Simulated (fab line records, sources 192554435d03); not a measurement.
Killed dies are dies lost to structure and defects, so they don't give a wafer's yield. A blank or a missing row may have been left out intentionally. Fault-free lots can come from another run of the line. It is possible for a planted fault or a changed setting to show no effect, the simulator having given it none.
Split-lot study :: flow n5_finfet :: route with 1938 steps; 7 lots, 21 wafers read

== ABOUT THE SPLIT ==
At N5_FIN_CUT_COAT_19 (time 60 s, resist thk 20 nm), the setting spin_rpm was moved away from the recipe's 1500 rpm on 8 of the 21 wafers read, by -9.7% to +10.5%. This setting was run at the recipe's value on the other wafers.

== FROM THE SPLIT TO THE READING: what the file shows between them, 4 steps ==
- N5_FIN_CUT_COAT_29: time 60 s, resist thk 10 nm
- N5_FIN_CUT_COAT_02: resist thk 30 nm
- N5_FIN_CUT_DESCUM_13: chemistry O2, time 7 s
- N5_FIN_CUT_ETCH_30: etches underlayer in N2/H2, target depth 13 nm, time 10.4 s

== THE READING ==
etch.depth_nm (the simulator's own value, which no gauge read), in nm, at N5_FIN_CUT_ETCH_20 (etches SiARC in CF4, target depth 26 nm, time 43.3 s). There is no usual value for it anywhere in the file. Average 20.08 nm, standard deviation 0.071 nm, over the 13 wafers here run with the recipe.

wafer: L074.1
tool, chamber at the split: litho_track-01, 0
spin_rpm as run, rpm: 1500
against the recipe: recipe
etch.depth_nm, nm: 20.04
against lot-mates on the recipe: -

wafer: L074.3
tool, chamber at the split: litho_track-01, 0
spin_rpm as run, rpm: 1417
against the recipe: -5.5%
etch.depth_nm, nm: 20.58
against lot-mates on the recipe: +0.54

wafer: L074.4
tool, chamber at the split: litho_track-01, 0
spin_rpm as run, rpm: 1417
against the recipe: -5.5%
etch.depth_nm, nm: 20.55
against lot-mates on the recipe: +0.51

wafer: L079.1
tool, chamber at the split: litho_track-02, 0
spin_rpm as run, rpm: 1354
against the recipe: -9.7%
etch.depth_nm, nm: 21.12
against lot-mates on the recipe: +1.07

wafer: L079.2
tool, chamber at the split: litho_track-02, 0
spin_rpm as run, rpm: 1354
against the recipe: -9.7%
etch.depth_nm, nm: 21.08
against lot-mates on the recipe: +1.03

wafer: L079.5
tool, chamber at the split: litho_track-02, 0
spin_rpm as run, rpm: 1500
against the recipe: recipe
etch.depth_nm, nm: 20.05
against lot-mates on the recipe: -

wafer: L084.3
tool, chamber at the split: litho_track-01, 0
spin_rpm as run, rpm: 1500
against the recipe: recipe
etch.depth_nm, nm: 20
against lot-mates on the recipe: -

wafer: L084.4
tool, chamber at the split: litho_track-01, 0
spin_rpm as run, rpm: 1500
against the recipe: recipe
etch.depth_nm, nm: 20.02
against lot-mates on the recipe: -

wafer: L084.6
tool, chamber at the split: litho_track-01, 0
spin_rpm as run, rpm: 1658
against the recipe: +10.5%
etch.depth_nm, nm: 19.04
against lot-mates on the recipe: -0.97

wafer: L087.2
tool, chamber at the split: litho_track-01, 0
spin_rpm as run, rpm: 1500
against the recipe: recipe
etch.depth_nm, nm: 20.15
against lot-mates on the recipe: -

wafer: L087.4
tool, chamber at the split: litho_track-01, 0
spin_rpm as run, rpm: 1500
against the recipe: recipe
etch.depth_nm, nm: 20.13
against lot-mates on the recipe: -

wafer: L087.6
tool, chamber at the split: litho_track-01, 0
spin_rpm as run, rpm: 1500
against the recipe: recipe
etch.depth_nm, nm: 20.09
against lot-mates on the recipe: -

wafer: L088.2
tool, chamber at the split: litho_track-01, 0
spin_rpm as run, rpm: 1500
against the recipe: recipe
etch.depth_nm, nm: 20.14
against lot-mates on the recipe: -

wafer: L088.5
tool, chamber at the split: litho_track-01, 0
spin_rpm as run, rpm: 1448
against the recipe: -3.5%
etch.depth_nm, nm: 20.46
against lot-mates on the recipe: +0.32

wafer: L088.6
tool, chamber at the split: litho_track-01, 0
spin_rpm as run, rpm: 1448
against the recipe: -3.5%
etch.depth_nm, nm: 20.44
against lot-mates on the recipe: +0.30

wafer: L089.1
tool, chamber at the split: litho_track-02, 0
spin_rpm as run, rpm: 1500
against the recipe: recipe
etch.depth_nm, nm: 19.96
against lot-mates on the recipe: -

wafer: L089.2
tool, chamber at the split: litho_track-02, 0
spin_rpm as run, rpm: 1500
against the recipe: recipe
etch.depth_nm, nm: 19.99
against lot-mates on the recipe: -

wafer: L089.6
tool, chamber at the split: litho_track-02, 0
spin_rpm as run, rpm: 1575
against the recipe: +5.0%
etch.depth_nm, nm: 19.46
against lot-mates on the recipe: -0.52

wafer: L091.3
tool, chamber at the split: litho_track-04, 0
spin_rpm as run, rpm: 1500
against the recipe: recipe
etch.depth_nm, nm: 20.13
against lot-mates on the recipe: -

wafer: L091.4
tool, chamber at the split: litho_track-04, 0
spin_rpm as run, rpm: 1500
against the recipe: recipe
etch.depth_nm, nm: 20.21
against lot-mates on the recipe: -

wafer: L091.6
tool, chamber at the split: litho_track-04, 0
spin_rpm as run, rpm: 1500
against the recipe: recipe
etch.depth_nm, nm: 20.09
against lot-mates on the recipe: -

THE FIT
A straight line over all 21 wafers: etch.depth_nm changes by -0.102 nm for each +1% of spin_rpm; r = -0.99; the points scatter about the line by 0.07 nm.
The same after taking each lot's own level away (the mean of its wafers on the recipe; 21 wafers): -0.1 nm for each +1%; r = -1.00; scatter 0.042 nm.
Per that fit: largest spin_rpm move, reading shift of 1.1 nm.
The lots' own levels span 19.975 to 20.143 nm, that is 2.4 times the standard deviation above.
Hence the lot-to-lot level has little effect on the slope; both slopes agree.
Check: with one of the wafers moved furthest among these (+10.5%) left out of the fit, the line predicts -1.1 nm for it against its lot-mates. Against them it came out at -0.97 nm.

== THE OTHER SPLITS THESE WAFERS WENT THROUGH ==
Note: prior to the reading, these wafers also went through further splits. Each is held against what the fit with the lots' levels taken away leaves over:
other split on the same wafers: N5_ZERO_LAYER_EXPOSE_08 dose_mj
wafers away from the commonest value: 5
r with etch.depth_nm (lot level and that fit taken away): -0.05

other split on the same wafers: N5_ZERO_LAYER_DEVELOP_10 develop_time_s
wafers away from the commonest value: 6
r with etch.depth_nm (lot level and that fit taken away): +0.07

other split on the same wafers: N5_FIN_SAQP_PEB_14 peb_time_s
wafers away from the commonest value: 9
r with etch.depth_nm (lot level and that fit taken away): +0.08

other split on the same wafers: N5_FIN_SAQP_MANDREL_ETCH_22 icp_w
wafers away from the commonest value: 6
r with etch.depth_nm (lot level and that fit taken away): +0.05

== THE WHOLE CHAIN: every reading that the file lists as answering this split, in the file's order ==
step: N5_FIN_CUT_COAT_19
what it does: time 60 s, resist thk 20 nm
reading: SiARC_of_FIN_CUT_COAT_19.thk_nm (the simulator's own value, which no gauge read)
change (the file's fit): -0.103 nm for each +1% of the setting
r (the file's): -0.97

step: N5_FIN_CUT_ETCH_20
what it does: etches SiARC in CF4, target depth 26 nm, time 43.3 s
reading: etch.depth_nm (the simulator's own value, which no gauge read)
change (the file's fit): -0.0987 nm for each +1% of the setting
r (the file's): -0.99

== THE FILE'S OWN FIT ==
etch.depth_nm changes by -0.0987 nm for each +1% of spin_rpm, r = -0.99.
